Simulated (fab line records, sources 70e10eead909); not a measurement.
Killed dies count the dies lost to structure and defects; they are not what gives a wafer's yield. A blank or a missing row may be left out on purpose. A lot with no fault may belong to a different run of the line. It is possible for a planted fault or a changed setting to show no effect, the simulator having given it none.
fab line records ; flow nand-harc
record lots=24; wafers=72; last-day=33
route steps=1302 shown A_STAIRCASE@853 A_SGD_CUT@902
lots that met no fault: from a run of the same line without faults
start-h: the number of hours between the record's first day and the start of the first shown wafer of the lot ; wait-h: time in hours since the lot's previous step ; " same as the row above ; L1.1+2: a single row standing in for several wafers ; - no value present, or no start provided ; * or withheld: withheld ; < > ~ a bound
route shown NAME@n: a module of which the file shows steps, and the number in the route of the first ; usual: average and standard deviation across the fault-free wafers ; same: alike in all rows ; chamber/n: place in a boat ; sites: readings site by site ; _std_site: the standard deviation of these ; _edge_site: inner sites' mean taken away from outer sites' mean ; radius-mm: how far each site lies from the wafer's centre ; mask NAME#n: copy n ; behind: the last tool/chamber to shape the wafer ; hold: why the lot went on hold/how many hours it stayed there/how the hold came to an end ; device: the n, p or np transistor that did not switch ; end of line: tests run on the same wafers once the route is complete ; for a step that has no rows: nothing shown but its recipe ; killed: at the first sort, the dies lost to defects and structure; wafer yield is something else ; map: dies across one wafer; x = killed, . = not, _ = none there
set.NAME: the setting the step ran with; set.NAME@STEP: the setting that earlier step ran with ; model.NAME: the simulator's own value behind a step, which no gauge read
steps of the route over a sample of lots; a table a step, a row a wafer
services: the hour from which a tool's chamber was out of use, counted from the record's first day as start-h (under 0 if before that day), plus the number of hours and why
## steps
# step NHARC_A_STAIRCASE_DEP_322
# recipe target-thk-a=72000; temp-c=400; target-thk-nm=7200; teos-flow-sccm=200; rf-w=500; material=SiO2
# usual heater-power-w=655/81
lot.wafer;tool;chamber;start-h;wait-h;heater-power-w
L074.3;pecvd-01;1;421.21;0.3;674
L074.5;pecvd-01;1;421.21;0.3;614
L074.4;pecvd-01;2;421.21;0.3;688
L075.1;pecvd-04;2;429.14;0.3;641
L075.4;pecvd-04;0;429.14;0.3;654
L075.5;pecvd-04;1;429.14;0.3;637
L076.3;pecvd-02;2;438.35;0.1;697
L076.1;pecvd-02;1;438.35;0.1;623
L076.4;pecvd-02;2;438.35;0.1;695
L077.2;pecvd-04;1;450.03;0.2;668
L077.6;pecvd-04;1;450.03;0.2;619
L077.4;pecvd-04;2;450.03;0.2;547
L078.1;pecvd-01;2;450.27;0.4;815
L078.4;pecvd-01;0;450.27;0.4;660
L078.6;pecvd-01;1;450.27;0.4;625
L079.2;pecvd-01;0;450.65;0.8;711
L079.1;pecvd-01;1;450.65;0.8;640
L079.6;pecvd-01;0;450.65;0.8;653
L080.1;pecvd-02;2;469.14;0.1;758
L080.3;pecvd-02;0;469.14;0.1;682
L080.2;pecvd-02;1;469.14;0.1;599
L081.1;pecvd-04;2;476.58;0.1;647
L081.3;pecvd-04;0;476.58;0.1;718
L081.5;pecvd-04;1;476.58;0.1;577
L082.3;pecvd-04;1;496.21;0.1;705
L082.1;pecvd-04;2;496.21;0.1;677
L082.4;pecvd-04;1;496.21;0.1;587
L085.3;pecvd-02;2;517.49;0.1;754
L085.2;pecvd-02;0;517.49;0.1;638
L085.6;pecvd-02;0;517.49;0.1;555
L084.3;pecvd-01;1;517.58;0.2;697
L084.1;pecvd-01;2;517.58;0.2;840
L084.4;pecvd-01;0;517.58;0.2;608
L083.2;pecvd-04;1;517.69;0.3;660
L083.4;pecvd-04;1;517.69;0.3;573
L083.5;pecvd-04;2;517.69;0.3;536
L086.1;pecvd-04;2;544.62;0.2;627
L086.6;pecvd-04;2;544.62;0.2;553
L086.4;pecvd-04;0;544.62;0.2;620
L087.3;pecvd-04;2;556.23;0.1;689
L087.1;pecvd-04;0;556.23;0.1;725
L087.4;pecvd-04;0;556.23;0.1;633
L089.2;pecvd-01;2;556.23;0.1;807
L089.1;pecvd-01;0;556.23;0.1;649
L089.6;pecvd-01;2;556.23;0.1;679
L088.3;pecvd-02;1;556.30;0.1;633
L088.6;pecvd-02;1;556.30;0.1;532
L088.4;pecvd-02;2;556.30;0.1;700
L090.3;pecvd-01;1;568.30;0.3;647
L090.5;pecvd-01;2;568.30;0.3;679
L090.4;pecvd-01;0;568.30;0.3;618
L091.1;pecvd-01;1;581.76;0.1;655
L091.2;pecvd-01;0;581.76;0.1;703
L091.6;pecvd-01;1;581.76;0.1;563
L092.2;pecvd-04;0;581.83;0.1;627
L092.1;pecvd-04;1;581.83;0.1;606
L092.6;pecvd-04;2;581.83;0.1;549
L093.1;pecvd-01;1;595.62;0.2;668
L093.5;pecvd-01;0;595.62;0.2;598
L093.6;pecvd-01;2;595.62;0.2;697
L096.2;pecvd-02;0;615.03;0.2;665
L096.1;pecvd-02;1;615.03;0.2;568
L096.4;pecvd-02;2;615.03;0.2;716
L095.1;pecvd-04;1;615.03;0.2;712
L095.3;pecvd-04;2;615.03;0.2;660
L095.5;pecvd-04;2;615.03;0.2;555
L094.1;pecvd-02;1;625.70;0.2;652
L094.6;pecvd-02;0;625.70;0.2;551
L094.4;pecvd-02;1;625.70;0.2;516
L097.1;pecvd-01;0;637.80;0.3;736
L097.4;pecvd-01;0;637.80;0.3;598
L097.6;pecvd-01;1;637.80;0.3;593
# step NHARC_A_STAIRCASE_CMP_450
# recipe target-thk-nm=200; material=SiO2
# usual motor-current-A=11.7/0.92; pad-life-wafers=192/120
lot.wafer;tool;chamber;start-h;wait-h;motor-current-A;pad-life-wafers
L074.4;cmp-02;3;445.81;-;11.7;50
L074.3;cmp-02;0;445.81;-;10.7;51
L074.5;cmp-02;2;445.81;-;13.4;-
L075.1;cmp-03;1;453.35;-;13.2;373
L075.4;cmp-03;3;453.35;-;12.2;375
L075.5;cmp-03;1;453.35;-;13.2;-
L076.1;cmp-02;3;463.75;-;12.1;132
L076.4;cmp-02;1;463.75;-;11.2;134
L076.3;cmp-02;2;463.75;-;12.6;135
L077.2;cmp-02;3;473.62;-;11.9;176
L077.4;cmp-02;0;473.62;-;10.9;177
L077.6;cmp-02;1;473.62;-;10.5;-
L078.1;cmp-02;1;473.90;-;10.8;188
L078.4;cmp-02;2;473.90;-;13.3;189
L078.6;cmp-02;0;473.90;-;10.7;-
L079.2;cmp-01;1;474.17;-;11.2;337
L079.1;cmp-01;2;474.17;-;11.3;338
L079.6;cmp-01;0;474.17;-;12.0;-
L080.3;cmp-02;2;494.61;-;13.0;253
L080.2;cmp-02;3;494.61;-;11.4;254
L080.1;cmp-02;0;494.61;-;10.8;255
L081.1;cmp-01;0;499.80;-;12.7;42
L081.3;cmp-01;2;499.80;-;11.3;44
L081.5;cmp-01;1;499.80;-;11.9;-
L082.1;cmp-01;1;517.88;-;12.1;126
L082.3;cmp-01;2;517.88;-;11.7;127
L082.4;cmp-01;3;517.88;-;10.8;128
L085.3;cmp-02;3;539.98;-;11.8;42
L085.2;cmp-02;1;539.98;-;11.2;44
L085.6;cmp-02;3;539.98;-;11.7;-
L083.4;cmp-01;0;540.00;-;12.6;211
L083.2;cmp-01;2;540.00;-;12.4;213
L083.5;cmp-01;0;540.00;-;12.6;-
L084.4;cmp-01;3;542.75;-;11.2;228
L084.1;cmp-01;0;542.75;-;13.0;229
L084.3;cmp-01;1;542.75;-;11.1;230
L086.4;cmp-03;1;567.45;-;12.6;30
L086.1;cmp-03;3;567.45;-;12.1;32
L086.6;cmp-03;1;567.45;-;13.6;-
L087.3;cmp-03;3;577.10;-;12.6;72
L087.1;cmp-03;1;577.10;-;13.9;74
L087.4;cmp-03;2;577.10;-;12.1;75
L088.3;cmp-01;2;577.13;-;12.1;396
L088.4;cmp-01;3;577.13;-;10.6;397
L088.6;cmp-01;3;577.13;-;10.4;-
L089.1;cmp-01;3;577.38;-;10.5;408
L089.2;cmp-01;0;577.38;-;12.1;409
L089.6;cmp-01;3;577.38;-;11.2;-
L090.4;cmp-03;1;590.60;-;13.4;163
L090.3;cmp-03;3;590.60;-;13.0;165
L090.5;cmp-03;1;590.60;-;12.9;-
L092.1;cmp-01;2;605.21;-;12.1;54
L092.2;cmp-01;3;605.21;-;10.5;55
L092.6;cmp-01;3;605.21;-;10.7;-
L091.1;cmp-03;2;607.50;-;11.4;236
L091.2;cmp-03;3;607.50;-;12.5;237
L091.6;cmp-03;1;607.50;-;13.0;-
L093.1;cmp-02;0;617.12;-;11.0;309
L093.6;cmp-02;1;617.12;-;10.1;-
L093.5;cmp-02;2;617.12;-;13.2;-
L095.1;cmp-03;1;637.73;-;13.7;337
L095.3;cmp-03;2;637.73;-;11.8;338
L095.5;cmp-03;0;637.73;-;10.4;-
L096.2;cmp-01;1;637.98;-;11.5;186
L096.1;cmp-01;2;637.98;-;12.1;187
L096.4;cmp-01;0;637.98;-;12.5;189
L094.1;cmp-01;1;647.56;-;12.0;235
L094.4;cmp-01;3;647.56;-;10.6;237
L094.6;cmp-01;0;647.56;-;12.0;-
L097.4;cmp-03;3;664.25;-;11.9;19
L097.1;cmp-03;1;664.25;-;13.1;21
L097.6;cmp-03;2;664.25;-;12.0;-
# step NHARC_A_STAIRCASE_ETCHBACK_157
# recipe target-depth-a=900; over-etch-frac=0.3; time-s=167.14; ion-energy-ev=120; ch3f-flow-sccm=50; o2-flow-sccm=30; ar-flow-sccm=200; rf-w=500; bias-w=100; chemistry=CH3F/O2
# usual drypump-motor-current-A=5.5/0.37; oes-product-au=0.95/0.037; rf-vpp-V=244.7/1.8; showerhead-plenum-p-Torr=2.48/0.12; throttle-valve-pct=20.663/0.0091
lot.wafer;tool;chamber;start-h;wait-h;drypump-motor-current-A;oes-product-au;rf-hours-counter-h;rf-vpp-V;showerhead-plenum-p-Torr;throttle-valve-pct
L074.3;rie-diel-09;2;446.72;0.2;5.6;0.94;39;243.8;2.36;20.665
L074.4;rie-diel-09;3;446.72;0.2;4.8;0.93;36;244.2;2.46;20.659
L074.5;rie-diel-09;1;446.72;0.2;5.5;0.94;-;243.0;2.34;20.657
L075.1;rie-diel-03;3;454.27;0.2;5.8;0.91;42;243.7;2.37;20.670
L075.4;rie-diel-03;0;454.27;0.2;6.1;0.91;46;243.3;2.36;20.655
L075.5;rie-diel-03;1;454.27;0.2;5.7;0.93;-;244.3;2.50;20.664
L076.3;rie-diel-06;1;464.67;0.1;4.8;0.92;53;243.5;2.39;20.669
L076.4;rie-diel-06;2;464.67;0.1;5.7;0.91;57;246.1;2.64;20.667
L076.1;rie-diel-06;0;464.67;0.1;5.5;0.93;59;247.7;2.61;20.656
L077.2;rie-diel-06;2;474.49;0.1;5.7;0.92;62;246.6;2.63;20.658
L077.4;rie-diel-06;3;474.49;0.1;5.4;0.93;62;245.9;2.63;20.669
L077.6;rie-diel-06;3;474.49;0.1;5.4;0.93;-;246.9;2.63;20.662
L078.1;rie-diel-06;3;474.78;0.2;5.4;0.92;62;245.9;2.63;20.655
L078.4;rie-diel-06;0;474.78;0.2;5.5;0.92;65;247.2;2.61;20.660
L078.6;rie-diel-06;3;474.78;0.2;5.4;0.93;-;247.4;2.63;20.651
L079.2;rie-diel-06;0;475.07;0.1;5.4;0.99;65;246.4;2.61;20.672
L079.1;rie-diel-06;2;475.07;0.1;5.7;0.99;62;246.7;2.63;20.671
L079.6;rie-diel-06;3;475.07;0.1;5.4;1.00;-;246.5;2.63;20.646
L080.2;rie-diel-09;2;495.52;0.2;5.6;1.01;59;242.3;2.35;20.665
L080.3;rie-diel-09;3;495.52;0.2;4.9;1.02;57;245.0;2.46;20.674
L080.1;rie-diel-09;0;495.52;0.2;5.8;1.01;49;246.2;2.62;20.677
L081.3;rie-diel-06;2;500.73;0.2;5.7;0.98;3;246.6;2.63;20.664
L081.1;rie-diel-06;0;500.73;0.2;5.4;0.98;5;245.6;2.61;20.641
L081.5;rie-diel-06;3;500.73;0.2;5.4;0.99;-;246.6;2.63;20.663
L082.1;rie-diel-09;0;518.79;0.1;5.8;1.00;3;247.7;2.62;20.659
L082.4;rie-diel-09;1;518.79;0.1;5.5;1.00;4;242.0;2.33;20.657
L082.3;rie-diel-09;2;518.79;0.1;5.6;1.01;4;243.3;2.35;20.637
L085.3;rie-diel-09;0;540.91;0.2;5.8;1.02;15;245.0;2.61;20.641
L085.2;rie-diel-09;1;540.91;0.2;5.5;0.99;13;243.7;2.33;20.662
L085.6;rie-diel-09;3;540.91;0.2;4.9;0.99;-;244.3;2.45;20.657
L083.4;rie-diel-06;0;540.93;0.2;5.4;0.91;23;245.7;2.60;20.664
L083.2;rie-diel-06;1;540.93;0.2;4.8;0.94;20;244.3;2.38;20.661
L083.5;rie-diel-06;2;540.93;0.2;5.7;0.91;-;246.6;2.63;20.653
L084.3;rie-diel-09;2;543.64;0.2;5.5;1.00;15;243.3;2.34;20.675
L084.4;rie-diel-09;3;543.64;0.2;4.9;0.99;18;245.7;2.45;20.652
L084.1;rie-diel-09;0;543.64;0.2;5.8;1.01;16;245.7;2.61;20.672
L086.4;rie-diel-03;3;568.34;0.2;5.8;0.92;36;243.0;2.36;20.652
L086.1;rie-diel-03;1;568.34;0.2;5.6;0.94;31;245.3;2.49;20.670
L086.6;rie-diel-03;3;568.34;0.2;5.9;0.92;-;242.6;2.36;20.666
L087.3;rie-diel-03;3;578.03;0.2;5.9;0.90;42;242.9;2.36;20.670
L087.1;rie-diel-03;0;578.03;0.2;6.2;0.92;35;241.7;2.34;20.674
L087.4;rie-diel-03;1;578.03;0.2;5.6;0.93;34;244.0;2.49;20.674
L088.4;rie-diel-09;1;578.07;0.2;5.5;0.93;23;242.5;2.33;20.663
L088.3;rie-diel-09;2;578.07;0.2;5.6;0.94;24;242.9;2.34;20.671
L088.6;rie-diel-09;3;578.07;0.2;4.9;0.92;-;243.1;2.44;20.665
L089.1;rie-diel-06;2;578.27;0.1;5.7;0.91;30;246.6;2.62;20.664
L089.2;rie-diel-06;3;578.27;0.1;5.4;0.91;28;246.8;2.62;20.664
L089.6;rie-diel-06;3;578.27;0.1;5.4;0.92;-;247.4;2.62;20.645
L090.4;rie-diel-09;0;591.51;0.2;5.8;0.95;29;244.9;2.61;20.661
L090.3;rie-diel-09;1;591.51;0.2;5.5;0.94;27;243.0;2.32;20.665
L090.5;rie-diel-09;3;591.51;0.2;4.8;0.95;-;244.6;2.44;20.663
L092.1;rie-diel-06;3;606.12;0.2;5.4;0.91;39;247.5;2.62;20.679
L092.2;rie-diel-06;0;606.12;0.2;5.5;0.91;43;243.2;2.59;20.660
L092.6;rie-diel-06;2;606.12;0.2;5.7;0.91;-;245.5;2.62;20.654
L091.2;rie-diel-06;1;608.37;0.2;4.8;0.95;42;243.8;2.37;20.652
L091.1;rie-diel-06;3;608.37;0.2;5.4;0.95;39;246.1;2.62;20.656
L091.6;rie-diel-06;2;608.37;0.2;5.7;0.94;-;246.5;2.62;20.664
L093.1;rie-diel-09;1;618.04;0.2;5.5;1.00;39;241.4;2.32;20.670
L093.5;rie-diel-09;2;618.04;0.2;5.6;0.99;-;242.4;2.33;20.663
L093.6;rie-diel-09;3;618.04;0.2;4.9;1.01;-;244.4;2.44;20.686
L095.3;rie-diel-09;1;638.70;0.2;5.5;0.92;42;241.8;2.32;20.666
L095.1;rie-diel-09;3;638.70;0.2;4.9;0.91;44;244.3;2.44;20.665
L095.5;rie-diel-09;0;638.70;0.2;5.8;0.93;-;245.5;2.60;20.659
L096.1;rie-diel-09;0;639.11;0.4;5.8;1.00;46;247.1;2.60;20.656
L096.4;rie-diel-09;1;639.11;0.4;5.5;1.00;42;242.5;2.32;20.663
L096.2;rie-diel-09;2;639.11;0.4;5.6;0.98;44;243.6;2.33;20.657
L094.1;rie-diel-03;2;648.48;0.2;6.0;0.97;1;245.6;2.48;20.672
L094.4;rie-diel-03;3;648.48;0.2;5.9;1.00;1;244.5;2.35;20.661
L094.6;rie-diel-03;1;648.48;0.2;5.6;0.99;-;244.6;2.48;20.659
L097.1;rie-diel-09;3;665.17;0.2;4.9;0.99;56;244.7;2.43;20.649
L097.4;rie-diel-09;0;665.17;0.2;5.8;0.99;54;247.1;2.60;20.656
L097.6;rie-diel-09;3;665.17;0.2;4.9;0.99;-;244.4;2.43;20.663
# step NHARC_A_STAIRCASE_DEP_471
# recipe target-thk-a=1000; temp-c=400; pressure-torr=6.5; rf-w=900; teos-flow-sccm=161.4; flow-sccm=2650; target-thk-nm=100; gas=O2; material=SiO2
# usual heater-power-w=553/71; throttle-valve-pct=15.9/0.4
lot.wafer;tool;chamber;start-h;wait-h;heater-power-w;throttle-valve-pct
L074.3;pecvd-01;2;446.98;-;662;16.6
L074.5;pecvd-01;0;446.98;-;640;16.2
L074.4;pecvd-01;1;446.98;-;524;15.6
L075.1;pecvd-01;1;454.64;-;552;15.8
L075.4;pecvd-01;2;454.64;-;586;16.6
L075.5;pecvd-01;0;454.64;-;586;15.9
L076.3;pecvd-04;0;464.96;-;620;15.0
L076.1;pecvd-04;1;464.96;-;447;15.3
L076.4;pecvd-04;1;464.96;-;468;15.5
L077.2;pecvd-01;2;474.80;-;685;16.1
L077.4;pecvd-01;1;474.80;-;610;15.8
L077.6;pecvd-01;2;474.80;-;682;16.2
L078.1;pecvd-04;2;475.08;-;433;15.9
L078.6;pecvd-04;1;475.08;-;515;15.4
L078.4;pecvd-04;2;475.08;-;454;15.8
L079.2;pecvd-01;2;475.33;-;628;16.3
L079.1;pecvd-01;1;475.33;-;568;15.6
L079.6;pecvd-01;1;475.33;-;575;15.8
L080.2;pecvd-04;2;495.89;-;444;15.8
L080.3;pecvd-04;0;495.89;-;523;15.0
L080.1;pecvd-04;1;495.89;-;479;15.4
L081.1;pecvd-02;2;501.04;-;619;16.0
L081.3;pecvd-02;0;501.04;-;473;15.7
L081.5;pecvd-02;0;501.04;-;476;15.9
L082.1;pecvd-04;2;519.07;-;460;16.0
L082.3;pecvd-04;1;519.07;-;586;15.8
L082.4;pecvd-04;2;519.07;-;457;15.9
L085.3;pecvd-04;2;541.15;-;494;15.7
L085.2;pecvd-04;0;541.15;-;581;15.1
L085.6;pecvd-04;1;541.15;-;529;15.4
L083.2;pecvd-01;0;541.23;-;496;16.1
L083.4;pecvd-01;2;541.23;-;655;16.1
L083.5;pecvd-01;0;541.23;-;503;16.2
L084.1;pecvd-02;0;543.92;-;517;15.8
L084.3;pecvd-02;2;543.92;-;663;16.4
L084.4;pecvd-02;2;543.92;-;674;16.2
L086.1;pecvd-04;0;568.67;-;539;15.1
L086.6;pecvd-04;2;568.67;-;451;16.1
L086.4;pecvd-04;0;568.67;-;541;15.4
L087.1;pecvd-01;0;578.29;-;608;16.2
L087.3;pecvd-01;1;578.29;-;526;16.1
L087.4;pecvd-01;0;578.29;-;598;16.5
L088.3;pecvd-02;1;578.37;-;445;16.3
L088.6;pecvd-02;2;578.37;-;691;16.3
L088.4;pecvd-02;1;578.37;-;439;16.5
L089.1;pecvd-04;2;578.58;-;418;15.8
L089.2;pecvd-04;0;578.58;-;591;15.3
L089.6;pecvd-04;2;578.58;-;422;16.0
L090.3;pecvd-04;2;591.76;-;558;16.3
L090.4;pecvd-04;2;591.76;-;534;16.1
L090.5;pecvd-04;0;591.76;-;620;16.0
L092.2;pecvd-02;1;606.59;-;453;16.4
L092.1;pecvd-02;2;606.59;-;617;16.2
L092.6;pecvd-02;1;606.59;-;451;16.1
L091.1;pecvd-04;0;608.65;-;549;15.4
L091.2;pecvd-04;1;608.65;-;570;15.8
L091.6;pecvd-04;0;608.65;-;555;15.5
L093.1;pecvd-01;1;618.32;-;593;16.1
L093.5;pecvd-01;2;618.32;-;669;16.5
L093.6;pecvd-01;0;618.32;-;592;16.3
L095.1;pecvd-01;0;639.16;-;538;16.4
L095.3;pecvd-01;2;639.16;-;664;16.6
L095.5;pecvd-01;1;639.16;-;526;15.9
L096.1;pecvd-01;1;639.68;-;462;16.3
L096.2;pecvd-01;2;639.68;-;675;16.5
L096.4;pecvd-01;1;639.68;-;475;16.0
L094.1;pecvd-04;1;648.78;-;598;15.4
L094.6;pecvd-04;0;648.78;-;650;15.7
L094.4;pecvd-04;1;648.78;-;582;15.5
L097.1;pecvd-04;1;665.50;-;463;15.4
L097.4;pecvd-04;0;665.50;-;637;15.9
L097.6;pecvd-04;1;665.50;-;475;15.5
# step NHARC_A_SGD_CUT_OVL_MEAS_10
# usual overlay-x-nm=0.1/0.95; overlay-y-nm=0.1/0.8
lot.wafer;tool;chamber;start-h;wait-h;overlay-x-nm;overlay-y-nm
L074.3;overlay-02;-;448.35;-;-1.0;0.5
L074.4;overlay-02;-;448.35;-;-0.8;0.2
L074.5;overlay-02;-;448.35;-;-0.8;-0.1
L075.1;overlay-02;-;456.07;-;-0.3;0.1
L075.4;overlay-02;-;456.07;-;-0.1;0.3
L075.5;overlay-02;-;456.07;-;-1.0;0.5
L076.1;overlay-01;-;466.45;-;-0.5;0.4
L076.3;overlay-01;-;466.45;-;-0.4;-0.5
L076.4;overlay-01;-;466.45;-;-0.1;-0.6
L077.2;overlay-02;-;476.26;-;1.4;0.4
L077.4;overlay-02;-;476.26;-;1.7;0.3
L077.6;overlay-02;-;476.26;-;1.8;0.1
L078.1;overlay-01;-;476.54;-;1.7;-0.1
L078.4;overlay-01;-;476.54;-;1.0;-0.4
L078.6;overlay-01;-;476.54;-;1.8;0.2
L079.1;overlay-02;-;476.83;-;1.2;0.7
L079.2;overlay-02;-;476.83;-;1.3;0.7
L079.6;overlay-02;-;476.83;-;0.9;0.8
L080.1;overlay-02;-;497.37;-;-0.1;0.5
L080.2;overlay-02;-;497.37;-;0.5;0.3
L080.3;overlay-02;-;497.37;-;0.3;0.2
L081.1;overlay-01;-;502.50;-;0.3;0.2
L081.3;overlay-01;-;502.50;-;0.6;0.4
L081.5;overlay-01;-;502.50;-;0.2;-0.1
L082.1;overlay-02;-;520.56;-;-0.3;-1.5
L082.3;overlay-02;-;520.56;-;0.7;-1.7
L082.4;overlay-02;-;520.56;-;-0.1;-1.7
L085.2;overlay-01;-;542.64;-;1.5;1.0
L085.3;overlay-01;-;542.64;-;1.4;-0.1
L085.6;overlay-01;-;542.64;-;1.4;-0.3
L083.2;overlay-02;-;542.79;-;0.0;-0.9
L083.4;overlay-02;-;542.79;-;0.0;-1.6
L083.5;overlay-02;-;542.79;-;0.3;-0.9
L084.1;overlay-01;-;545.41;-;-0.1;1.0
L084.3;overlay-01;-;545.41;-;-0.4;0.8
L084.4;overlay-01;-;545.41;-;0.1;0.7
L086.1;overlay-02;-;569.99;-;-0.6;0.5
L086.4;overlay-02;-;569.99;-;-0.6;0.6
L086.6;overlay-02;-;569.99;-;-0.6;-0.1
L087.1;overlay-01;-;579.80;-;0.3;-0.7
L087.3;overlay-01;-;579.80;-;0.6;-0.4
L087.4;overlay-01;-;579.80;-;0.6;-0.1
L088.3;overlay-02;-;579.95;-;-2.2;0.3
L088.4;overlay-02;-;579.95;-;-2.2;-0.8
L088.6;overlay-02;-;579.95;-;-1.5;-0.3
L089.1;overlay-01;-;580.10;-;0.1;-0.2
L089.2;overlay-01;-;580.10;-;-0.2;-1.0
L089.6;overlay-01;-;580.10;-;-0.1;-0.2
L090.3;overlay-01;-;593.25;-;-1.0;1.4
L090.4;overlay-01;-;593.25;-;-0.7;0.9
L090.5;overlay-01;-;593.25;-;-0.4;1.0
L092.1;overlay-02;-;608.08;-;0.7;0.1
L092.2;overlay-02;-;608.08;-;0.3;0.1
L092.6;overlay-02;-;608.08;-;0.7;0.0
L091.1;overlay-01;-;610.03;-;0.5;0.1
L091.2;overlay-01;-;610.03;-;0.8;0.0
L091.6;overlay-01;-;610.03;-;0.1;0.8
L093.1;overlay-02;-;619.75;-;-2.5;0.3
L093.5;overlay-02;-;619.75;-;-1.9;0.0
L093.6;overlay-02;-;619.75;-;-2.3;0.0
L095.1;overlay-01;-;640.54;-;0.2;0.3
L095.3;overlay-01;-;640.54;-;0.4;-0.9
L095.5;overlay-01;-;640.54;-;0.6;-0.7
L096.1;overlay-01;-;641.33;-;0.9;0.8
L096.2;overlay-01;-;641.33;-;0.5;0.8
L096.4;overlay-01;-;641.33;-;0.5;0.5
L094.1;overlay-02;-;650.22;-;1.0;-1.2
L094.4;overlay-02;-;650.22;-;0.5;-0.9
L094.6;overlay-02;-;650.22;-;0.6;-1.1
L097.1;overlay-01;-;666.94;-;-0.2;1.8
L097.4;overlay-01;-;666.94;-;0.3;2.7
L097.6;overlay-01;-;666.94;-;0.0;2.4
# step NHARC_A_SGD_CUT_INSPECT_11
# usual raw-defect-count=57/29
lot.wafer;tool;chamber;start-h;wait-h;raw-defect-count
L074.3;defect-inspect-02;-;448.39;0.0;109
L074.4;defect-inspect-02;-;448.39;0.0;100
L074.5;defect-inspect-02;-;448.39;0.0;96
L075.1;defect-inspect-02;-;456.11;0.0;13
L075.4;defect-inspect-02;-;456.11;0.0;11
L075.5;defect-inspect-02;-;456.11;0.0;15
L076.1;defect-inspect-02;-;466.48;0.0;22
L076.3;defect-inspect-02;-;466.48;0.0;16
L076.4;defect-inspect-02;-;466.48;0.0;14
L077.2;defect-inspect-02;-;476.30;0.0;81
L077.4;defect-inspect-02;-;476.30;0.0;76
L077.6;defect-inspect-02;-;476.30;0.0;92
L078.1;defect-inspect-01;-;476.58;0.0;54
L078.4;defect-inspect-01;-;476.58;0.0;57
L078.6;defect-inspect-01;-;476.58;0.0;53
L079.1;defect-inspect-02;-;476.87;0.0;55
L079.2;defect-inspect-02;-;476.87;0.0;79
L079.6;defect-inspect-02;-;476.87;0.0;61
L080.1;defect-inspect-01;-;497.40;0.0;62
L080.2;defect-inspect-01;-;497.40;0.0;69
L080.3;defect-inspect-01;-;497.40;0.0;68
L081.1;defect-inspect-01;-;502.54;0.0;23
L081.3;defect-inspect-01;-;502.54;0.0;32
L081.5;defect-inspect-01;-;502.54;0.0;31
L082.1;defect-inspect-02;-;520.60;0.0;25
L082.3;defect-inspect-02;-;520.60;0.0;36
L082.4;defect-inspect-02;-;520.60;0.0;34
L085.2;defect-inspect-02;-;542.68;0.0;79
L085.3;defect-inspect-02;-;542.68;0.0;90
L085.6;defect-inspect-02;-;542.68;0.0;72
L083.2;defect-inspect-01;-;542.83;0.0;81
L083.4;defect-inspect-01;-;542.83;0.0;87
L083.5;defect-inspect-01;-;542.83;0.0;101
L084.1;defect-inspect-01;-;545.45;0.0;53
L084.3;defect-inspect-01;-;545.45;0.0;54
L084.4;defect-inspect-01;-;545.45;0.0;53
L086.1;defect-inspect-02;-;570.02;0.0;37
L086.4;defect-inspect-02;-;570.02;0.0;39
L086.6;defect-inspect-02;-;570.02;0.0;47
L087.1;defect-inspect-02;-;579.83;0.0;68
L087.3;defect-inspect-02;-;579.83;0.0;76
L087.4;defect-inspect-02;-;579.83;0.0;97
L088.3;defect-inspect-01;-;579.99;0.0;16
L088.4;defect-inspect-01;-;579.99;0.0;21
L088.6;defect-inspect-01;-;579.99;0.0;13
L089.1;defect-inspect-01;-;580.14;0.0;93
L089.2;defect-inspect-01;-;580.14;0.0;96
L089.6;defect-inspect-01;-;580.14;0.0;86
L090.3;defect-inspect-01;-;593.28;0.0;73
L090.4;defect-inspect-01;-;593.28;0.0;89
L090.5;defect-inspect-01;-;593.28;0.0;103
L092.1;defect-inspect-01;-;608.12;0.0;95
L092.2;defect-inspect-01;-;608.12;0.0;86
L092.6;defect-inspect-01;-;608.12;0.0;92
L091.1;defect-inspect-02;-;610.06;0.0;54
L091.2;defect-inspect-02;-;610.06;0.0;46
L091.6;defect-inspect-02;-;610.06;0.0;46
L093.1;defect-inspect-02;-;619.79;0.0;58
L093.5;defect-inspect-02;-;619.79;0.0;55
L093.6;defect-inspect-02;-;619.79;0.0;48
L095.1;defect-inspect-02;-;640.58;0.0;49
L095.3;defect-inspect-02;-;640.58;0.0;46
L095.5;defect-inspect-02;-;640.58;0.0;76
L096.1;defect-inspect-01;-;641.37;0.0;44
L096.2;defect-inspect-01;-;641.37;0.0;38
L096.4;defect-inspect-01;-;641.37;0.0;50
L094.1;defect-inspect-02;-;650.26;0.0;22
L094.4;defect-inspect-02;-;650.26;0.0;19
L094.6;defect-inspect-02;-;650.26;0.0;21
L097.1;defect-inspect-01;-;666.98;0.0;25
L097.4;defect-inspect-01;-;666.98;0.0;33
L097.6;defect-inspect-01;-;666.98;0.0;22
## services
tool;chamber;start-h;hours;kind
pecvd-04;-;403.21;0.5;repair
rie-diel-09;0;406.89;7.1;repair
pecvd-02;2;415.04;5.6;repair
pecvd-04;1;420.63;5.9;repair
cmp-01;-;431.90;2.4;repair
rie-diel-06;1;445.42;16.8;repair
pecvd-02;-;447.76;13.0;pm
pecvd-04;-;450.61;13.0;pm
rie-diel-06;-;472.81;0.5;repair
cmp-01;-;479.01;4.1;repair
rie-diel-06;-;484.44;9.0;pm
pecvd-01;-;492.22;13.0;pm
rie-diel-09;-;499.72;9.0;pm
cmp-01;-;500.60;0.5;repair
rie-diel-06;3;508.98;12.6;repair
cmp-01;-;531.72;1.4;repair
cmp-01;-;535.87;2.7;repair
cmp-01;-;581.09;4.0;pm
cmp-01;-;585.50;5.5;repair
rie-diel-09;3;625.28;1.3;repair
rie-diel-09;1;628.15;7.3;repair
pecvd-02;-;628.76;13.0;pm
pecvd-04;-;631.61;13.0;pm
rie-diel-09;0;648.30;13.2;repair
## key
fault none
